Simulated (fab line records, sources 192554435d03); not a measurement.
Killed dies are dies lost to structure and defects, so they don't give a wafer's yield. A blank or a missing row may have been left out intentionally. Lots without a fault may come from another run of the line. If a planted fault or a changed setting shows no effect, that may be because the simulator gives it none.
fab line records -- flow n5Finfet
record lots=5, wafers=14, lastDay=16
route steps=1938 shown BEOL_M4@1099 BEOL_M5@1112 BEOL_M7@1263 PASSIVATION@1936
lots that met no fault: taken from a fault-free run of the same line
startH: the number of hours between the record's first day and the start of the first shown wafer of the lot -- waitH: hours since the lot's step before -- " unchanged from the row above -- L1.1+2: a single row standing in for several wafers -- - no value present, or no start provided -- * or withheld: withheld -- < > ~ a bound
route shown NAME@n: names a module that has steps shown in the file, with the first one's number in the route -- usual: mean and standard deviation over wafers with no fault -- same: alike in all rows -- chamber/n: place in a boat -- sites: per-site readings -- _std_site: the values' standard deviation -- _edge_site: mean of outer sites minus mean of inner sites -- radiusMm: for every site, how far away it sits from the centre of the wafer -- mask NAME#n: copy n -- behind: tool/chamber where the wafer was last shaped -- hold: cause of the lot's hold/its duration in hours/its outcome -- device: whichever transistor did not switch (one of n, p or np) -- end of line: tests of these same wafers at the route's end -- for a step that has no rows: nothing shown but its recipe -- killed: not the wafer's yield, but the dies lost to structure and defects at the first sort -- map: dies across one wafer; x = killed, . = not, _ = none there
set.NAME: setting as actually run; set.NAME@STEP: the setting as run at that earlier step -- model.NAME: the simulator's own value behind a step, which no gauge read
a table for each step, a row for each wafer; lots at some steps of the route
services: from which hour (startH, from the record's first day; less than 0 if before it) a tool's chamber was out of use, for how many hours, and why
## steps
# step N5_BEOL_M4_ANNEAL_95
# recipe tempC=400, timeS=240, ambient=vacuum
# step N5_BEOL_M4_SPUTTER_96
# recipe material=Cu, targetThkA=45, tempC=-20, chamberPressurePa=0.07, powerW=withheld, timeS=8.29
# step N5_BEOL_M4_ECD_50
# recipe material=Cu, targetThkA=3000
# step N5_BEOL_M4_ANNEAL_51
# recipe tempC=225, timeS=90, ambient=N2
# step N5_BEOL_M4_CMP_52
# recipe stopOn=SiOC, tOverpolishS=6.8, downForcePsi=1, platenRpm=50, clearingPlatenDownForcePsi=1.5, clearingPlatenRpm=50, postCmpClean=cuAlkaline, targetThkNm=40, clearingPlatenPadVelocityMS=0.99484, padVelocityMS=0.99484
# step N5_BEOL_M4_PRE_CLEAN_60
# recipe gas=NH3/H2, timeS=15, tempC=*, rfPowerW=300
# step N5_BEOL_M4_CO_CAP_55
# recipe material=Co, targetThkA=20, tempC=200, precursor=CCTBA/H2, pressureTorr=30, timeS=102.1
# step N5_BEOL_M4_PRE_CLEAN_56
# recipe gas=NH3, timeS=15, tempC=withheld, rfPowerW=300
# step N5_BEOL_M4_DEP_57
# recipe material=SiCN, targetThkA=80, tempC=withheld, precursor=3MS/NH3, pressureTorr=3, rfW=202, timeS=14
# step N5_BEOL_M4_RC_MEAS_101
# usual DIBL_N=35.8/1.6, DIBL_P=36.0/1.9, IOFF_N=0.151/0.029, IOFF_P=0.21/0.037, ION_N=673/12, ION_P=463/7.3, SS_N=71.5/0.58, SS_P=73.2/0.61, VT_N=251/3.3, VT_P=-250/3.3
lot.wafer,tool,chamber,startH,waitH,DIBL_N[mV/V],DIBL_P[mV/V],IOFF_N[nA/um],IOFF_P[nA/um],ION_N[uA/um],ION_P[uA/um],SS_N[mV/dec],SS_P[mV/dec],VT_N[mV],VT_P[mV]
L134.1,prober-02,0,161.92,0.6,38.9,39.9,0.190,0.26,692,474,72.2,73.7,248,-246
L134.2,prober-02,0,161.92,0.6,37.2,35.9,0.139,0.19,664,455,71.7,72.8,255,-253
L134.6,prober-02,0,161.92,0.6,36.5,35.5,0.129,0.19,663,457,72.1,73.1,255,-251
L137.1,prober-01,0,204.31,0.0,35.7,34.6,0.141,0.21,670,464,71.9,72.7,250,-246
L137.2,prober-01,0,204.31,0.0,37.5,36.9,0.180,0.24,682,471,71.4,73.7,246,-247
L137.4,prober-01,0,204.31,0.0,36.0,35.3,0.144,0.22,667,463,71.4,72.8,249,-249
L143.1,prober-02,0,213.18,0.0,33.6,35.0,0.128,0.22,662,467,72.3,73.0,256,-248
L143.3,prober-02,0,213.18,0.0,33.8,34.5,0.136,0.21,667,465,71.4,72.9,251,-247
L143.4,prober-02,0,213.18,0.0,36.6,38.1,0.195,0.28,684,472,72.1,73.7,248,-243
L146.2,prober-02,0,249.54,0.2,36.6,37.3,0.144,0.19,682,461,72.2,73.9,252,-254
L146.4,prober-02,0,249.54,0.2,34.1,34.0,0.119,0.16,669,453,70.8,72.8,251,-254
L153.2,prober-02,0,284.94,0.2,35.2,35.5,0.154,0.21,680,467,71.5,73.6,251,-250
L153.4,prober-02,0,284.94,0.2,35.4,36.3,0.158,0.23,678,465,71.0,73.0,247,-247
L153.5,prober-02,0,284.94,0.2,34.0,34.2,0.125,0.19,655,453,71.7,73.3,251,-252
# step N5_BEOL_M5_ILD_DEP_00
# recipe material=SiCOH_lowk, targetThkA=1406.4, tempC=300, precursor=DEMS/porogen, pressureTorr=5, rfW=500, timeS=25.9
# step N5_BEOL_M5_CURE_79
# recipe tempC=385, timeS=240, ambient=He/Ar, material=SiCOH_lowk
# step N5_BEOL_M5_PECVD_70
# recipe material=SiO2, targetThkA=160, tempC=400, precursor=TEOS/O2, pressureTorr=5.5, rfW=450, teosFlowSccm=53.8, gas=O2, flowSccm=3000, timeS=18
# step N5_BEOL_M5_HM_DEP_02
# recipe material=TiN, targetThkA=200, tempC=25, chamberPressurePa=0.49996
# step N5_BEOL_M5_COAT_59
# recipe resist=SOC, tempC=250, timeS=60, spinRpm=1500, resistThkNm=60
# step N5_BEOL_M5_COAT_60
# recipe resist=SiARC, tempC=220, timeS=60, spinRpm=1500, resistThkNm=12
# step N5_BEOL_M5_COAT_71
# recipe resist=underlayer, tempC=205, timeS=60, spinRpm=1500, resistThkNm=5
# step N5_BEOL_M5_COAT_05
# recipe resist=CAR-EUV, spinRpm=1500, resistThkNm=30
# step N5_BEOL_M5_EBR_07
# recipe solvent=PGMEA, ebrWidthMm=1.5
# step N5_BEOL_M5_SOFTBAKE_06
# recipe tempC=110, timeS=60, resist=CAR-EUV
# step N5_BEOL_M5_EXPOSE_08
# recipe maskId=M5, na=0.33, sourceShape=annular, sigmaInner=0.4, sigmaOuter=0.8, polarization=unpolarized, targetCdNm=28, doseMj=35.75
# step N5_BEOL_M5_PEB_09
# recipe pebTempC=100, pebTimeS=60, resist=CAR-EUV
# step N5_BEOL_M5_DEVELOP_10
# recipe developTimeS=30, developer=TMAH, resist=CAR-EUV, rinseLiquid=surfactantRinse, dry=airSpin, devTempC=23
# step N5_BEOL_M5_DESCUM_16
# recipe chemistry=O2, timeS=7, sourcePowerW=50, biasPowerW=20, pressureMtorr=20, rfFrequencyHz=2.712e+07, tempC=40, resist=CAR-EUV, o2FlowSccm=225
# step N5_BEOL_M5_ETCH_72
# recipe chemistry=N2/H2, target=underlayer, targetDepthA=65, maskMaterial=CAR-EUV, timeS=5.2, ionEnergyEv=200, pressureMtorr=30, sourceW=840, biasW=150, n2FlowSccm=200, h2FlowSccm=200, ends=cleared
# step N5_BEOL_M5_ETCH_61
# recipe chemistry=CF4, target=SiARC, targetDepthA=156, maskMaterial=CAR-EUV, timeS=26, ionEnergyEv=80, pressureMtorr=40, sourceW=545, biasW=36, Ar_flow_sccm=100, cf4FlowSccm=100, ends=cleared
# step N5_BEOL_M5_ETCH_62
# recipe chemistry=N2/H2, target=SOC, targetDepthA=750, overetchA=150, maskMaterial=SiARC, tempC=40, timeS=112.5, ionEnergyEv=200, pressureMtorr=30, sourceW=840, biasW=150, n2FlowSccm=200, h2FlowSccm=200
# step N5_BEOL_M5_STRIP_63
# recipe chemistry=N2/H2, tempC=40, n2FlowSccm=200, h2FlowSccm=200, rfFrequencyHz=6e+07
# step N5_BEOL_M5_STRIP_73
# recipe chemistry=N2/H2, tempC=40, n2FlowSccm=200, h2FlowSccm=200, rfFrequencyHz=6e+07
# step N5_BEOL_M5_STRIP_64
# recipe chemistry=CF4, resist=SiARC, powerW=300, biasPowerW=75, pressureMtorr=50, cf4FlowSccm=150, rfFrequencyHz=6e+07
# step N5_BEOL_M5_HM_OPEN_17
# recipe chemistry=Cl2/BCl3, targetDepthA=200, overetchA=60, target=TiN, maskMaterial=SOC, ionEnergyEv=150, pressureMtorr=10, icpW=1000, biasW=126, Cl2_flow_sccm=53.25, bcl3FlowSccm=21.75, Ar_flow_sccm=25
# step N5_BEOL_M5_STRIP_19
# recipe chemistry=O2, powerW=400, tempC=40, pressureMtorr=30, rfFrequencyHz=6e+07, biasPowerW=0, overashFraction=0.2, o2FlowSccm=225
# step N5_BEOL_M5_COAT_65
# recipe resist=SOC, tempC=250, timeS=60, spinRpm=1500, resistThkNm=60
# step N5_BEOL_M5_COAT_66
# recipe resist=SiARC, tempC=220, timeS=60, spinRpm=1500, resistThkNm=12
# step N5_BEOL_M7_ILD_DEP_00
# recipe material=SiCOH_lowk, targetThkA=1797.5, tempC=300, precursor=DEMS/porogen, pressureTorr=5, rfW=500, timeS=33.4
# usual heaterPowerW=336/44, showerheadPlenumPTorr=5.745/0.013, throttleValvePct=13.2/0.44
lot.wafer,tool,chamber,startH,waitH,heaterPowerW,showerheadPlenumPTorr,throttleValvePct,model.SiCOH_lowk_of_BEOL_M7_ILD_DEP_00.thkNm
L134.1,pecvd-01,1,183.77,0.0,393,5.741,13.8,178.8
L134.2,pecvd-01,2,183.77,0.0,317,5.770,12.5,180
L134.6,pecvd-01,0,183.77,0.0,310,5.761,13.2,179.6
L137.1,pecvd-01,2,230.11,0.0,282,5.777,12.4,282.2
L137.2,pecvd-01,0,230.11,0.0,311,5.751,13.3,177.2
L137.4,pecvd-01,1,230.11,0.0,395,5.737,13.7,287.4
L143.1,pecvd-01,0,237.40,0.0,357,5.752,13.2,281
L143.3,pecvd-01,2,237.40,0.0,325,5.769,12.6,178.8
L143.4,pecvd-01,1,237.40,0.0,362,5.748,13.5,286.6
L146.2,pecvd-01,2,273.98,0.0,291,5.778,12.5,178.4
L146.4,pecvd-01,0,273.98,0.0,357,5.748,13.5,284.4
L153.2,pecvd-04,0,308.16,0.0,412,5.732,13.3,176
L153.4,pecvd-04,0,308.16,0.0,419,5.740,13.3,179
L153.5,pecvd-04,2,308.16,0.0,342,5.734,12.7,182
# step N5_BEOL_M7_THK_MEAS_01
# recipe reads=SiCOH_lowk_of_BEOL_M7_ILD_DEP_00
# usual M7_ILD_THK=154.8/1.9
lot.wafer,tool,chamber,startH,waitH,M7_ILD_THK[nm]
L134.1,filmMetro-02,-,184.36,0.4,154.2
L134.2,filmMetro-02,-,184.36,0.4,155.2
L134.6,filmMetro-02,-,184.36,0.4,154.8
L137.1,filmMetro-02,-,230.70,0.4,244.7
L137.2,filmMetro-02,-,230.70,0.4,152.9
L137.4,filmMetro-02,-,230.70,0.4,249.7
L143.1,filmMetro-01,-,237.98,0.4,243.5
L143.3,filmMetro-01,-,237.98,0.4,154.1
L143.4,filmMetro-01,-,237.98,0.4,248.4
L146.2,filmMetro-02,-,274.56,0.4,153.8
L146.4,filmMetro-02,-,274.56,0.4,246.8
L153.2,filmMetro-01,-,308.76,0.4,151.8
L153.4,filmMetro-01,-,308.76,0.4,154.4
L153.5,filmMetro-01,-,308.76,0.4,157.1
# step N5_BEOL_M7_CMP_52
# recipe stopOn=SiCOH_lowk, tOverpolishS=6.9, downForcePsi=1, platenRpm=50, clearingPlatenDownForcePsi=1.5, clearingPlatenRpm=50, postCmpClean=cuAlkaline, targetThkNm=80, clearingPlatenPadVelocityMS=0.99484, padVelocityMS=0.99484
# usual motorCurrentA=5.7/0.44
lot.wafer,tool,chamber,startH,waitH,motorCurrentA,model.SiCOH_lowk_of_BEOL_M7_ILD_DEP_00.thkNm
L134.1,cmp-04,2,191.55,0.3,6.2,151.2
L134.2,cmp-04,0,191.55,0.3,6.3,152.2
L134.6,cmp-04,1,191.55,0.3,5.4,151.8
L137.2,cmp-04,2,239.49,0.4,6.5,149.8
L137.1,cmp-04,0,239.49,0.4,6.5,241.8
L137.4,cmp-04,1,239.49,0.4,5.4,246.4
L143.4,cmp-03,0,243.50,0.1,6.2,245.6
L143.3,cmp-03,2,243.50,0.1,5.3,151.2
L143.1,cmp-03,3,243.50,0.1,6.3,240.6
L146.2,cmp-03,3,281.31,0.2,6.4,150.8
L146.4,cmp-03,0,281.31,0.2,5.9,243.6
L153.2,cmp-04,3,317.48,0.3,5.3,148.8
L153.4,cmp-04,0,317.48,0.3,6.3,151.4
L153.5,cmp-04,2,317.48,0.3,6.2,154
# step N5_PASSIVATION_PROBE_49
# usual defectLimitedYield=90.9/1.4, killed_at_M0_to_M3=37/12, killed_at_M4_up=14/5.3, killedAtContacts=12/6.2, killedAtFrontEnd=41/11, killedAtOther=3.7/2.9, killedDies=107/17, killedOnRim=14/4.4, killedOpen=71/12, killedShort=34/7.9, sort_bin_5_function=5.3/0.95, sort_bin_6_memory=3.4/0.7, sortNPass=1073/17, sortYieldPct=90.9/1.5
# same grossDies=1180, killedAtBackSide=0, sort_bin_4_leakage[%]=0, sort_bin_8_speed[%]=0
lot.wafer,tool,chamber,startH,waitH,defectLimitedYield[%],killed_at_M0_to_M3,killed_at_M4_up,killedAtContacts,killedAtFrontEnd,killedAtOther,killedDies,killedOnRim,killedOpen,killedShort,sort_bin_5_function[%],sort_bin_6_memory[%],sortNPass,sortYieldPct[%]
L143.1,prober-02,-,317.43,0.0,0,34,1092,14,39,1,1180,152,75,24,96.2,3.5,0,0
L143.3,prober-02,-,317.53,0.1,89.4,62,9,17,34,3,125,17,82,37,6.2,4.2,1055,89.4
L143.4,prober-02,-,317.58,0.2,0,32,1108,6,31,3,1180,152,56,23,97.6,2.3,0,0
L137.1,prober-01,-,320.79,0.0,0,34,1078,14,51,3,1180,152,77,36,96.2,3.6,0,0
L137.4,prober-01,-,320.94,0.2,0,32,1082,16,47,3,1180,152,76,28,96.7,3.1,0,0
L146.4,prober-01,-,353.51,0.2,0,43,1097,7,31,2,1180,152,62,34,97.3,2.5,0,0
L153.4,prober-02,-,395.36,0.2,90.7,37,22,15,32,4,110,14,75,33,5.1,4.0,1070,90.7
# killed by level:class
L143.1 BEOL_M7:areaEtch=1080 STI_FIN_REVEAL:geometricParticle:open=11 MOL_CONTACT_COAG:geometricParticle:open=10 DUMMY_GATE:geometricParticle:open=10 BEOL_M3:geometricParticle:open=8 BEOL_M0_SAQP:geometricParticle:short=6 BEOL_M1:geometricParticle:open=6 FIN_SAQP:geometricParticle:open=5
L143.3 BEOL_M3:geometricParticle:open=14 BEOL_M2:geometricParticle:open=12 MOL_CONTACT_COAG:geometricParticle:open=10 BEOL_M1:geometricParticle:open=10 STI_FIN_REVEAL:geometricParticle:open=8 BEOL_M2:geometricParticle:short=8 DUMMY_GATE:geometricParticle:open=6 BEOL_M0_SAQP:geometricParticle:short=6
L143.4 BEOL_M7:areaEtch=1101 BEOL_M1:geometricParticle:open=9 DUMMY_GATE:geometricParticle:open=7 GATE_CUT:geometricParticle:short=5 BEOL_M0_SAQP:geometricParticle:short=5 BEOL_M2:geometricParticle:open=5 BEOL_M3:geometricParticle:open=5 BEOL_M5:geometricParticle:open=5
L137.1 BEOL_M7:areaEtch=1066 FIN_SAQP:geometricParticle:open=13 MOL_CONTACT_COAG:geometricParticle:open=11 STI_FIN_REVEAL:geometricParticle:open=9 BEOL_M3:geometricParticle:open=9 BEOL_M0_SAQP:geometricParticle:open=8 FIN_SAQP:geometricParticle:short=7 STARTING-WAFER:geometricParticle:short=6
L137.4 BEOL_M7:areaEtch=1074 FIN_SAQP:geometricParticle:open=13 MOL_CONTACT_COAG:geometricParticle:open=12 STI_FIN_REVEAL:geometricParticle:open=10 BEOL_M0_SAQP:geometricParticle:short=8 BEOL_M0_SAQP:geometricParticle:open=8 BEOL_M0:geometricParticle:open=6 STI_FIN_REVEAL:geometricParticle:short=4
L146.4 BEOL_M7:areaEtch=1083 BEOL_M2:geometricParticle:open=13 BEOL_M4:geometricParticle:open=10 BEOL_M1:geometricParticle:open=9 GATE_CUT:geometricParticle:short=8 FIN_SAQP:geometricParticle:short=7 MOL_CONTACT_COAG:geometricParticle:open=7 BEOL_M0_SAQP:geometricParticle:short=7
L153.4 BEOL_M0_SAQP:geometricParticle:open=15 MOL_CONTACT_COAG:geometricParticle:open=13 BEOL_M4:geometricParticle:open=10 BEOL_M0_SAQP:geometricParticle:short=8 FIN_SAQP:geometricParticle:short=6 BEOL_M8:geometricParticle:open=6 STARTING-WAFER:geometricParticle:open=5 FIN_SAQP:geometricParticle:open=4
# map L137.1 (x killed, . not)
_________________xxxxxxxxxxxx________________
______________xxxxxxxxxxxxxxxxxx_____________
___________xxxxxxxxxxxxxxxxxxxxxxxx__________
__________xxxxxxxxxxxxxxxxxxxxxxxxxx_________
________xxxxxxxxxxxxxxxxxxxxxxxxxxxxxx_______
_______xxxxxxxxxxxxxxxxxxxxxxxxxxxxxxxx______
______xxxxxxxxxxxxxxxxxxxxxxxxxxxxxxxxxx_____
_____xxxxxxxxxxxxxxxxxxxxxxxxxxxxxxxxxxxx____
____xxxxxxxxxxxxxxxxxxxxxxxxxxxxxxxxxxxxxx___
___xxxxxxxxxxxxxxxxxxxxxxxxxxxxxxxxxxxxxxxx__
___xxxxxxxxxxxxxxxxxxxxxxxxxxxxxxxxxxxxxxxx__
__xxxxxxxxxxxxxxxxxxxxxxxxxxxxxxxxxxxxxxxxxx_
__xxxxxxxxxxxxxxxxxxxxxxxxxxxxxxxxxxxxxxxxxx_
_xxxxxxxxxxxxxxxxxxxxxxxxxxxxxxxxxxxxxxxxxxxx
_xxxxxxxxxxxxxxxxxxxxxxxxxxxxxxxxxxxxxxxxxxxx
_xxxxxxxxxxxxxxxxxxxxxxxxxxxxxxxxxxxxxxxxxxxx
_xxxxxxxxxxxxxxxxxxxxxxxxxxxxxxxxxxxxxxxxxxxx
_xxxxxxxxxxxxxxxxxxxxxxxxxxxxxxxxxxxxxxxxxxxx
_xxxxxxxxxxxxxxxxxxxxxxxxxxxxxxxxxxxxxxxxxxxx
_xxxxxxxxxxxxxxxxxxxxxxxxxxxxxxxxxxxxxxxxxxxx
_xxxxxxxxxxxxxxxxxxxxxxxxxxxxxxxxxxxxxxxxxxxx
__xxxxxxxxxxxxxxxxxxxxxxxxxxxxxxxxxxxxxxxxxx_
__xxxxxxxxxxxxxxxxxxxxxxxxxxxxxxxxxxxxxxxxxx_
___xxxxxxxxxxxxxxxxxxxxxxxxxxxxxxxxxxxxxxxx__
___xxxxxxxxxxxxxxxxxxxxxxxxxxxxxxxxxxxxxxxx__
____xxxxxxxxxxxxxxxxxxxxxxxxxxxxxxxxxxxxxx___
_____xxxxxxxxxxxxxxxxxxxxxxxxxxxxxxxxxxxx____
______xxxxxxxxxxxxxxxxxxxxxxxxxxxxxxxxxx_____
_______xxxxxxxxxxxxxxxxxxxxxxxxxxxxxxxx______
________xxxxxxxxxxxxxxxxxxxxxxxxxxxxxx_______
__________xxxxxxxxxxxxxxxxxxxxxxxxxx_________
___________xxxxxxxxxxxxxxxxxxxxxxxx__________
______________xxxxxxxxxxxxxxxxxx_____________
_________________xxxxxxxxxxxx________________
# map L143.1 (x killed, . not)
_________________xxxxxxxxxxxx________________
______________xxxxxxxxxxxxxxxxxx_____________
___________xxxxxxxxxxxxxxxxxxxxxxxx__________
__________xxxxxxxxxxxxxxxxxxxxxxxxxx_________
________xxxxxxxxxxxxxxxxxxxxxxxxxxxxxx_______
_______xxxxxxxxxxxxxxxxxxxxxxxxxxxxxxxx______
______xxxxxxxxxxxxxxxxxxxxxxxxxxxxxxxxxx_____
_____xxxxxxxxxxxxxxxxxxxxxxxxxxxxxxxxxxxx____
____xxxxxxxxxxxxxxxxxxxxxxxxxxxxxxxxxxxxxx___
___xxxxxxxxxxxxxxxxxxxxxxxxxxxxxxxxxxxxxxxx__
___xxxxxxxxxxxxxxxxxxxxxxxxxxxxxxxxxxxxxxxx__
__xxxxxxxxxxxxxxxxxxxxxxxxxxxxxxxxxxxxxxxxxx_
__xxxxxxxxxxxxxxxxxxxxxxxxxxxxxxxxxxxxxxxxxx_
_xxxxxxxxxxxxxxxxxxxxxxxxxxxxxxxxxxxxxxxxxxxx
_xxxxxxxxxxxxxxxxxxxxxxxxxxxxxxxxxxxxxxxxxxxx
_xxxxxxxxxxxxxxxxxxxxxxxxxxxxxxxxxxxxxxxxxxxx
_xxxxxxxxxxxxxxxxxxxxxxxxxxxxxxxxxxxxxxxxxxxx
_xxxxxxxxxxxxxxxxxxxxxxxxxxxxxxxxxxxxxxxxxxxx
_xxxxxxxxxxxxxxxxxxxxxxxxxxxxxxxxxxxxxxxxxxxx
_xxxxxxxxxxxxxxxxxxxxxxxxxxxxxxxxxxxxxxxxxxxx
_xxxxxxxxxxxxxxxxxxxxxxxxxxxxxxxxxxxxxxxxxxxx
__xxxxxxxxxxxxxxxxxxxxxxxxxxxxxxxxxxxxxxxxxx_
__xxxxxxxxxxxxxxxxxxxxxxxxxxxxxxxxxxxxxxxxxx_
___xxxxxxxxxxxxxxxxxxxxxxxxxxxxxxxxxxxxxxxx__
___xxxxxxxxxxxxxxxxxxxxxxxxxxxxxxxxxxxxxxxx__
____xxxxxxxxxxxxxxxxxxxxxxxxxxxxxxxxxxxxxx___
_____xxxxxxxxxxxxxxxxxxxxxxxxxxxxxxxxxxxx____
______xxxxxxxxxxxxxxxxxxxxxxxxxxxxxxxxxx_____
_______xxxxxxxxxxxxxxxxxxxxxxxxxxxxxxxx______
________xxxxxxxxxxxxxxxxxxxxxxxxxxxxxx_______
__________xxxxxxxxxxxxxxxxxxxxxxxxxx_________
___________xxxxxxxxxxxxxxxxxxxxxxxx__________
______________xxxxxxxxxxxxxxxxxx_____________
_________________xxxxxxxxxxxx________________
## services
tool,chamber,startH,hours,kind
cmp-03,-,165.20,3.8,pm
pecvd-04,0,166.05,-,clean
pecvd-04,0,166.05,29.5,scheduledDown
pecvd-04,0,166.05,29.5,ventCycle
cmp-04,-,199.73,4.0,pm
pecvd-04,2,202.38,-,clean
pecvd-04,2,202.38,-,consumableReplace:showerhead
pecvd-04,2,202.38,29.0,scheduledDown
pecvd-04,2,202.38,29.0,ventCycle
cmp-04,-,203.73,-,consumableReplace:conditioner
cmp-04,-,203.73,-,consumableReplace:pad
cmp-04,-,204.42,1.4,repair
cmp-04,-,218.83,0.5,repair
pecvd-01,0,239.72,2.1,scheduledDown
cmp-04,-,252.53,18.1,pm
pecvd-01,-,262.81,2.8,pm
cmp-03,-,290.76,4.0,pm
cmp-03,-,294.76,-,consumableReplace:conditioner
cmp-03,-,294.76,-,consumableReplace:pad
cmp-03,-,296.86,6.4,repair
pecvd-04,1,297.75,48.4,repair
pecvd-04,0,304.09,2.1,scheduledDown
## key
firstSign step=N5_BEOL_M7_THK_MEAS_01, reading=M7_ILD_THK, direction=up, sigmas=50, usual=154.8, struck=246.7
effect step=N5_PASSIVATION_PROBE_49, reading=killed_at_M4_up, direction=up, sigmas=99+, usual=14, struck=1091
modelEffect step=N5_BEOL_M7_ILD_DEP_00, value=SiCOH_lowk_of_BEOL_M7_ILD_DEP_00.thkNm, without=180.2, struck=284.3
modelEffect step=N5_BEOL_M7_CMP_52, value=SiCOH_lowk_of_BEOL_M7_ILD_DEP_00.thkNm, without=152.4, struck=243.6
moreKillsBornAt N5_BEOL_M7_ETCH_41@rieDiel-06=4321, N5_BEOL_M7_ETCH_41@rieDiel-05=1083
metAt N5_BEOL_M7_ILD_DEP_00
struckWafers L137.1,L137.4,L143.1,L143.4,L146.4
laterRowsLeftOut L137.1,L137.4,L143.1,L143.4,L146.4
onsetBetween 183.77 230.11
fault kind=processParameterDrift, tool=pecvd-01, chamber=-, onsetH=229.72, steps=N5_BEOL_M7_ILD_DEP_00, channel=timeS, offset=*, shape=step, endH=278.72, scope=struckWafersOnly, actsIn=*, stated=*
# laterRowsLeftOut: the simulator's readings of these wafers behind a module that went badly wrong aren't trusted and aren't shown, but for the sort
